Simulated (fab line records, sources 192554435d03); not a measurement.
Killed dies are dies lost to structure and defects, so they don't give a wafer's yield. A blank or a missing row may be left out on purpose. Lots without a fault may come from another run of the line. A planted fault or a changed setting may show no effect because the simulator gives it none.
Chamber matching | flow n5_finfet | N5_BEOL_M3_STRIP_19 on rie_diel-05: 4 sister chambers
The step strips in O2. 4 wafers are shown with their chamber, then 9 later ones without.

WAFERS WITH THEIR CHAMBER
wafer  | chamber | throttle_valve_pct (%)
L076.4 | 1       | 16.96
L087.2 | 0       | 16.44
L087.5 | 3       | 16.68
L087.6 | 2       | 16.90

WAFERS WITHOUT THEIR CHAMBER
wafer  | throttle_valve_pct (%)
L089.2 | 16.68
L089.3 | 16.57
L089.6 | 16.57
L091.4 | 16.43
L091.5 | 16.55
L091.6 | 16.90
L093.1 | 16.72
L093.4 | 16.46
L093.5 | 16.92

WHICH CHAMBER EACH WENT THROUGH
wafer  | from the rows above     | in truth
L089.2 | 3                       | 3
L089.3 | can't be placed: 3 or 0 | 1
L089.6 | can't be placed: 3 or 0 | 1
L091.4 | 0                       | 0
L091.5 | can't be placed: 0 or 3 | 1
L091.6 | can't be placed: 2 or 1 | 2
L093.1 | 3                       | 3
L093.4 | 0                       | 0
L093.5 | can't be placed: 2 or 1 | 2
Placed correctly: 4 of 9. Can't be placed from these rows: 5 (the true chamber is among the candidates in 2). Placed wrongly: 0.
How it was worked out, from the rows above alone: a wafer's distance from a chamber is the root of the sum, over the readings, of the square of ((its reading less the chamber's mean) divided by the reading's scatter). The wafer belongs to the nearest chamber; if the next one is less than 2 further off, it can't be placed. A chamber's mean is the mean of its shown wafers. The scatter: with one shown wafer a chamber, the root of the mean of the squares of how far each hidden wafer lies from its nearest shown one.
